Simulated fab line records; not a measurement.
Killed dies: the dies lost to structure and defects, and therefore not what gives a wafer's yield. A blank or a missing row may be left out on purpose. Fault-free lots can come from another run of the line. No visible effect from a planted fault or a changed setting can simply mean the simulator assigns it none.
What tool caused it?    flow n5 finfet    23 lots with 69 wafers sampled at 6 steps, on a route of 1938 steps

WHAT THE GAUGES READ, wafer by wafer
N5_BEOL_M0_SAQP_CD_MEAS_25 targets a cd of 13.1 nm. Usual: cd nm reads 12.87 nm (standard deviation 0.24).
lot   measured      on         cd nm (nm)         flag
L074  day 5 17:22   cd sem-02  12.64 12.84 12.69  
L075  day 5 23:30   cd sem-03  12.70 12.84 12.53  
L076  day 5 23:30   cd sem-01  12.81 13.19 12.95  
L077  day 6 07:23   cd sem-01  13.01 12.79 12.67  
L078  day 6 15:03   cd sem-02  12.69 12.71 12.96  
L079  day 6 18:50   cd sem-03  12.95 12.88 12.57  
L080  day 6 23:01   cd sem-03  12.99 12.81 12.65  
L081  day 7 06:52   cd sem-01  13.13 13.05 12.79  
L083  day 7 19:00   cd sem-03  12.71 12.96 12.92  
L082  day 7 23:10   cd sem-03  13.14 13.27 12.98  
L084  day 8 02:19   cd sem-03  12.86 12.80 12.94  
L086  day 8 14:44   cd sem-03  12.81 12.16 12.94  
L087  day 8 23:19   cd sem-02  13.12 12.76 12.89  
L088  day 9 15:25   cd sem-02  12.66 12.93 12.97  
L089  day 9 10:29   cd sem-03  12.66 12.38 12.80  
L090  day 9 16:29   cd sem-01  13.01 12.88 12.95  
L091  day 10 01:43  cd sem-01  12.68 12.62 12.71  
L092  day 10 06:23  cd sem-03  13.10 12.87 12.61  
L093  day 10 09:33  cd sem-01  12.74 13.18 13.07  
L094  day 10 14:56  cd sem-03  12.41 13.01 12.64  
L095  day 11 00:15  cd sem-03  12.34 13.00 12.89  
L096  day 11 01:26  cd sem-01  12.77 12.82 12.70  
L097  day 11 07:05  cd sem-03  12.98 12.67 12.66  

WHAT TOOL EACH LOT RAN ON (gives the tool, then ch and the chambers of the sampled wafers, and finally the start)
lot   N5_MOL_CONTACT_COAG_ETCH_105        N5_MOL_CONTACT_COAG_TI_SIL_19  N5_MOL_CONTACT_COAG_PRE_CLEAN_142  N5_MOL_CONTACT_COAG_ETCH_89         N5_MOL_CONTACT_COAG_STRIP_119
L074  rie diel-05 ch 1,3, day 4 20:34     pvd sputter-02, day 4 23:11    pvd sputter-02, day 5 02:44        rie diel-06 ch 0,1,2, day 5 07:26   plasma asher-01 ch 1, day 5 08:29
L075  rie diel-06 ch 0,2,3, day 5 02:01   pvd sputter-01, day 5 02:52    pvd sputter-02, day 5 08:24        rie diel-05 ch 0,2,3, day 5 12:30   plasma asher-01 ch 0,1, day 5 13:09
L076  rie diel-02 ch 0,2,3, day 5 03:37   pvd sputter-03, day 5 05:51    pvd sputter-02, day 5 09:27        rie diel-06 ch 0,1, day 5 13:27     plasma asher-01 ch 0,1, day 5 14:05
L077  rie diel-02 ch 0,1, day 5 10:33     pvd sputter-01, day 5 11:22    pvd sputter-03, day 5 17:35        rie diel-06 ch 0,1, day 5 21:52     plasma asher-02 ch 0,1, day 5 22:31
L078  rie diel-06 ch 0,1,2, day 5 18:50   pvd sputter-01, day 5 20:30    pvd sputter-03, day 5 23:48        rie diel-05 ch 0,1,2, day 6 05:11   plasma asher-02 ch 1, day 6 06:21
L079  rie diel-02 ch 0,1,2, day 5 21:29   pvd sputter-03, day 5 22:27    pvd sputter-03, day 6 01:35        rie diel-05 ch 0,1,2, day 6 06:32   plasma asher-02 ch 0,1, day 6 07:13
L080  rie diel-05 ch 0,2,3, day 6 03:11   pvd sputter-03, day 6 04:04    pvd sputter-01, day 6 08:13        rie diel-02 ch 1,2,3, day 6 12:43   plasma asher-02 ch 0, day 6 13:20
L081  rie diel-05 ch 0,1,3, day 6 09:09   pvd sputter-02, day 6 10:14    pvd sputter-03, day 6 15:05        rie diel-05 ch 0,1, day 6 20:19     plasma asher-01 ch 0,1, day 6 21:06
L083  rie diel-02 ch 0,2,3, day 6 21:15   pvd sputter-02, day 6 22:16    pvd sputter-01, day 7 01:51        rie diel-02 ch 0,1,2, day 7 06:57   plasma asher-02 ch 0,1, day 7 07:50
L082  rie diel-02 ch 0,1, day 6 22:46     pvd sputter-02, day 6 23:47    pvd sputter-03, day 7 03:58        rie diel-06 ch 1,2, day 7 09:31     plasma asher-02 ch 0,1, day 7 11:13
L084  rie diel-06 ch 1,2, day 7 06:37     pvd sputter-02, day 7 07:34    pvd sputter-02, day 7 12:05        rie diel-05 ch 0,2,3, day 7 16:55   plasma asher-02 ch 0,1, day 7 17:33
L086  rie diel-06 ch 0,1,2, day 7 16:35   pvd sputter-03, day 7 19:16    pvd sputter-02, day 7 23:49        rie diel-02 ch 0,2,3, day 8 04:33   plasma asher-01 ch 1, day 8 05:10
L087  rie diel-05 ch 1,2, day 8 01:14     pvd sputter-03, day 8 02:10    pvd sputter-01, day 8 06:48        rie diel-02 ch 1,2,3, day 8 11:23   plasma asher-02 ch 0,1, day 8 12:34
L088  rie diel-06 ch 0,1,2, day 8 11:09   pvd sputter-03, day 8 12:10    pvd sputter-03, day 8 20:05        rie diel-05 ch 0,2,3, day 9 00:36   plasma asher-01 ch 0,1, day 9 01:40
L089  rie diel-06 ch 0,3, day 8 12:34     pvd sputter-03, day 8 13:34    pvd sputter-03, day 8 17:41        rie diel-06 ch 0,2,3, day 8 22:37   plasma asher-02 ch 0,1, day 8 23:42
L090  rie diel-06 ch 1,3, day 8 18:25     pvd sputter-01, day 8 19:58    pvd sputter-03, day 8 23:23        rie diel-05 ch 0,2,3, day 9 03:23   plasma asher-02 ch 1, day 9 04:01
L091  rie diel-06 ch 0,1,3, day 9 02:40   pvd sputter-02, day 9 03:34    pvd sputter-01, day 9 09:23        rie diel-06 ch 0,1,2, day 9 13:21   plasma asher-02 ch 0,1, day 9 14:07
L092  rie diel-06 ch 0,1, day 9 05:37     pvd sputter-01, day 9 09:33    pvd sputter-02, day 9 16:03        rie diel-05 ch 0,1,2, day 9 20:40   plasma asher-01 ch 0,1, day 9 21:25
L093  rie diel-05 ch 2,3, day 9 11:08     pvd sputter-01, day 9 12:28    pvd sputter-03, day 9 16:14        rie diel-02 ch 0,3, day 9 21:22     plasma asher-01 ch 0,1, day 9 22:01
L094  rie diel-06 ch 0,1,3, day 9 16:50   pvd sputter-01, day 9 19:07    pvd sputter-02, day 9 23:33        rie diel-02 ch 0,2,3, day 10 03:42  plasma asher-02 ch 1, day 10 04:29
L095  rie diel-02 ch 0,1,2, day 10 05:14  pvd sputter-02, day 10 06:25   pvd sputter-03, day 10 09:01       rie diel-02 ch 1,2,3, day 10 13:34  plasma asher-02 ch 0,1, day 10 14:11
L096  rie diel-06 ch 0,2,3, day 10 06:36  pvd sputter-02, day 10 07:24   pvd sputter-03, day 10 11:49       rie diel-06 ch 0,1,2, day 10 15:54  plasma asher-02 ch 0,1, day 10 16:32
L097  rie diel-02 ch 2,3, day 10 13:44    pvd sputter-03, day 10 14:31   pvd sputter-03, day 10 17:07       rie diel-06 ch 2,3, day 10 21:11    plasma asher-01 ch 0,1, day 10 21:49
- N5_MOL_CONTACT_COAG_ETCH_105: etches SiARC in CF4, target depth 15.6 nm, time 26 s.
- N5_MOL_CONTACT_COAG_TI_SIL_19: material Ti, target thk 4.2 nm, time 15 s.
- N5_MOL_CONTACT_COAG_PRE_CLEAN_142: time 60 s.
- N5_MOL_CONTACT_COAG_ETCH_89: etches underlayer in N2/H2, target depth 13 nm, time 10.4 s.
- N5_MOL_CONTACT_COAG_STRIP_119: strips in N2/H2, time 30 s.

AS READ BY THE TOOLS THEMSELVES (means over the sampled wafers that have a number; for cases with no such wafer, the mark the record gives instead)
N5_MOL_CONTACT_COAG_ETCH_105. Usual: bias w 36.01 W, standard deviation 0.1; chamber pressure mTorr 40.00 mTorr, standard deviation 0.036; drypump motor current A 5.7 A, standard deviation 0.53; etch rf on time s 26.4 s, standard deviation 0.62; oes product au 0.64 a.u., standard deviation 0.051; rf vpp V 183.7 V, standard deviation 1.2; showerhead plenum p Torr 2.12 Torr, standard deviation 0.072; throttle valve pct 15.68 %, standard deviation 0.28.
lot   tool         bias w (W)  chamber pressure mTorr (mTorr)  drypump motor current A (A)  etch rf on time s (s)  oes product au (a.u.)  rf vpp V (V)  showerhead plenum p Torr (Torr)  throttle valve pct (%)  flag
L074  rie diel-05  36.05       40.01                           5.8                          26.8                   0.73                   183.4         2.12                             15.30                   
L075  rie diel-06  36.06       40.02                           5.2                          26.8                   0.61                   184.2         2.10                             15.70                   
L076  rie diel-02  35.92       40.01                           5.8                          26.1                   0.67                   184.3         2.15                             15.63                   
L077  rie diel-02  35.99       39.99                           6.4                          25.5                   0.73                   184.7         2.23                             15.40                   
L078  rie diel-06  35.98       40.04                           5.4                          26.8                   0.61                   183.4         2.10                             15.93                   
L079  rie diel-02  36.06       39.98                           6.2                          26.1                   0.70                   184.5         2.19                             15.49                   
L080  rie diel-05  36.02       40.02                           6.0                          26.1                   0.69                   183.5         2.13                             15.63                   
L081  rie diel-05  36.03       40.00                           6.1                          26.2                   0.71                   183.4         2.14                             15.40                   
L083  rie diel-02  35.92       39.99                           5.8                          26.0                   0.66                   183.9         2.15                             15.67                   
L082  rie diel-02  36.12       40.06                           6.4                          25.9                   0.70                   185.0         2.23                             15.42                   
L084  rie diel-06  36.04       40.00                           5.1                          27.6                   0.58                   184.4         2.16                             16.01                   
L086  rie diel-06  35.89       40.02                           5.4                          27.0                   0.59                   183.3         2.10                             15.96                   
L087  rie diel-05  35.97       40.02                           6.5                          26.5                   0.65                   183.8         2.15                             15.49                   
L088  rie diel-06  35.98       39.97                           5.4                          27.0                   0.58                   184.0         2.09                             15.98                   
L089  rie diel-06  35.97       39.99                           5.3                          26.6                   0.60                   183.0         2.04                             15.50                   
L090  rie diel-06  35.94       39.97                           5.2                          26.8                   0.60                   182.3         2.05                             15.54                   
L091  rie diel-06  36.04       39.98                           5.4                          26.5                   0.60                   183.6         2.04                             15.74                   
L092  rie diel-06  36.00       40.00                           5.7                          26.6                   0.58                   181.5         2.03                             15.93                   
L093  rie diel-05  35.99       40.03                           5.7                          26.4                   0.68                   182.9         2.11                             15.61                   
L094  rie diel-06  35.98       39.97                           5.4                          26.4                   0.60                   182.6         2.04                             15.76                   
L095  rie diel-02  36.05       40.02                           6.2                          26.0                   0.66                   184.0         2.18                             15.57                   
L096  rie diel-06  36.03       39.99                           5.2                          26.7                   0.59                   183.0         2.09                             15.78                   
L097  rie diel-02  35.97       40.00                           6.0                          26.5                   0.63                   183.8         2.14                             15.70                   

N5_MOL_CONTACT_COAG_TI_SIL_19. Usual: throttle valve pct reads 30.1 % (standard deviation 1).
lot   tool            throttle valve pct (%)  flag
L074  pvd sputter-02  29.9                    
L075  pvd sputter-01  30.7                    
L076  pvd sputter-03  29.8                    
L077  pvd sputter-01  30.8                    
L078  pvd sputter-01  30.3                    
L079  pvd sputter-03  30.1                    
L080  pvd sputter-03  30.4                    
L081  pvd sputter-02  30.1                    
L083  pvd sputter-02  30.0                    
L082  pvd sputter-02  30.6                    
L084  pvd sputter-02  29.5                    
L086  pvd sputter-03  29.7                    
L087  pvd sputter-03  29.1                    
L088  pvd sputter-03  31.0                    
L089  pvd sputter-03  30.1                    
L090  pvd sputter-01  29.9                    
L091  pvd sputter-02  30.4                    
L092  pvd sputter-01  30.6                    
L093  pvd sputter-01  30.4                    
L094  pvd sputter-01  31.2                    
L095  pvd sputter-02  30.0                    
L096  pvd sputter-02  30.0                    
L097  pvd sputter-03  29.7                    

N5_MOL_CONTACT_COAG_PRE_CLEAN_142. Usual: heater power w reads 467 W (standard deviation 39).
lot   tool            heater power w (W)  flag
L074  pvd sputter-02  471                 
L075  pvd sputter-02  481                 
L076  pvd sputter-02  475                 
L077  pvd sputter-03  461                 
L078  pvd sputter-03  449                 
L079  pvd sputter-03  462                 
L080  pvd sputter-01  488                 
L081  pvd sputter-03  453                 
L083  pvd sputter-01  407                 
L082  pvd sputter-03  471                 
L084  pvd sputter-02  488                 
L086  pvd sputter-02  471                 
L087  pvd sputter-01  443                 
L088  pvd sputter-03  453                 
L089  pvd sputter-03  479                 
L090  pvd sputter-03  463                 
L091  pvd sputter-01  444                 
L092  pvd sputter-02  491                 
L093  pvd sputter-03  460                 
L094  pvd sputter-02  478                 
L095  pvd sputter-03  459                 
L096  pvd sputter-03  450                 
L097  pvd sputter-03  467                 

N5_MOL_CONTACT_COAG_ETCH_89. Usual: bias w 150.0 W, standard deviation 0.49; chamber pressure mTorr 29.999 mTorr, standard deviation 0.028; drypump motor current A 5.8 A, standard deviation 0.58; etch rf on time s 10.51 s, standard deviation 0.3; h2 flow sccm 200.1 sccm, standard deviation 0.63; oes product au 0.65 a.u., standard deviation 0.05; rf vpp V 523.4 V, standard deviation 2.2; showerhead plenum p Torr 2.52 Torr, standard deviation 0.072; throttle valve pct 17.9 %, standard deviation 0.32.
lot   tool         bias w (W)  chamber pressure mTorr (mTorr)  drypump motor current A (A)  etch rf on time s (s)  h2 flow sccm (sccm)  oes product au (a.u.)  rf vpp V (V)  showerhead plenum p Torr (Torr)  throttle valve pct (%)  flag
L074  rie diel-06  150.2       30.018                          5.4                          10.72                  199.0                0.61                   523.2         2.49                             18.2                    
L075  rie diel-05  149.8       29.989                          6.0                          10.32                  200.8                0.71                   523.2         2.53                             17.9                    
L076  rie diel-06  149.7       30.009                          5.7                          10.58                  199.8                0.61                   521.2         2.42                             18.1                    
L077  rie diel-06  150.1       30.021                          5.7                          10.70                  200.1                0.60                   520.3         2.42                             18.2                    
L078  rie diel-05  150.3       29.987                          6.5                          10.54                  200.7                0.67                   524.9         2.56                             17.8                    
L079  rie diel-05  149.8       30.001                          6.5                          10.37                  199.7                0.67                   524.6         2.56                             17.8                    
L080  rie diel-02  150.1       29.987                          6.2                          10.41                  200.3                0.68                   524.7         2.59                             17.7                    
L081  rie diel-05  149.7       29.974                          6.6                          10.43                  200.2                0.68                   524.1         2.56                             17.5                    
L083  rie diel-02  150.3       30.018                          6.2                          10.54                  199.7                0.68                   525.7         2.60                             17.7                    
L082  rie diel-06  149.8       30.002                          5.1                          10.99                  199.3                0.58                   524.5         2.56                             18.3                    
L084  rie diel-05  149.6       29.992                          6.0                          10.35                  199.7                0.69                   523.5         2.53                             17.9                    
L086  rie diel-02  150.3       30.027                          5.8                          10.39                  200.4                0.65                   524.0         2.53                             17.9                    
L087  rie diel-02  149.8       29.973                          6.2                          10.38                  199.8                0.67                   526.1         2.58                             17.7                    
L088  rie diel-05  150.0       30.009                          6.0                          10.44                  200.1                0.67                   523.6         2.52                             18.0                    
L089  rie diel-06  149.8       30.012                          5.2                          10.76                  199.8                0.59                   522.4         2.49                             18.0                    
L090  rie diel-05  150.1       30.001                          6.1                          10.37                  199.6                0.67                   522.0         2.52                             18.0                    
L091  rie diel-06  149.5       29.979                          5.4                          10.69                  200.7                0.59                   522.1         2.48                             18.3                    
L092  rie diel-05  149.7       29.971                          6.5                          10.41                  200.6                0.65                   524.7         2.55                             17.9                    
L093  rie diel-02  149.5       29.978                          5.7                          10.20                  200.5                0.64                   523.3         2.52                             17.8                    
L094  rie diel-02  149.9       30.010                          5.8                          10.41                  200.6                0.64                   523.3         2.53                             17.9                    
L095  rie diel-02  150.0       29.999                          6.2                          10.43                  200.3                0.64                   525.6         2.57                             17.8                    
L096  rie diel-06  150.0       30.019                          5.4                          10.77                  199.7                0.58                   522.3         2.48                             18.3                    
L097  rie diel-06  149.7       29.999                          5.0                          10.76                  199.9                0.59                   522.9         2.49                             17.8                    

N5_MOL_CONTACT_COAG_STRIP_119. Usual: drypump motor current A 5.94 A, standard deviation 0.13; h2 flow sccm 3248 sccm, standard deviation 8.7; heater power w 291 W, standard deviation 36.
lot   tool             drypump motor current A (A)  h2 flow sccm (sccm)  heater power w (W)  flag
L074  plasma asher-01  5.91                         3251                 327                 
L075  plasma asher-01  6.03                         3253                 336                 
L076  plasma asher-01  5.96                         3237                 337                 
L077  plasma asher-02  5.93                         3254                 258                 
L078  plasma asher-02  5.77                         3253                 278                 
L079  plasma asher-02  5.94                         3241                 257                 
L080  plasma asher-02  6.02                         3248                 252                 
L081  plasma asher-01  5.96                         3237                 329                 
L083  plasma asher-02  5.85                         3250                 269                 
L082  plasma asher-02  5.95                         3243                 261                 
L084  plasma asher-02  5.93                         3248                 262                 
L086  plasma asher-01  5.92                         3249                 331                 
L087  plasma asher-02  5.86                         3245                 270                 
L088  plasma asher-01  6.02                         3254                 335                 
L089  plasma asher-02  5.87                         3246                 270                 
L090  plasma asher-02  5.78                         3246                 283                 
L091  plasma asher-02  5.94                         3246                 260                 
L092  plasma asher-01  6.02                         3240                 341                 
L093  plasma asher-01  5.96                         3260                 330                 
L094  plasma asher-02  5.76                         3242                 279                 
L095  plasma asher-02  5.87                         3250                 278                 
L096  plasma asher-02  5.96                         3248                 261                 
L097  plasma asher-01  5.95                         3244                 329                 

THE ANSWER, worked out from the rows above alone
Rule: a lot is off if the mean of its wafers that have a number lies more than 3 standard deviations from the usual mean. Also off: a lot with no number at a reading for which 4 or more lots have one. Where the step has rows for the other lots, those lots are counted as sound. Order of review: gauges by route order, followed by the tools' own readings, for which a lot's mean as printed above is used. The first step at which some lot is off is used, and at that step the reading that is off furthest; a lot without a number counts as furthest.
None of the lots is off at any reading shown; this tells nothing.

WHAT THE SIMULATOR PUT IN
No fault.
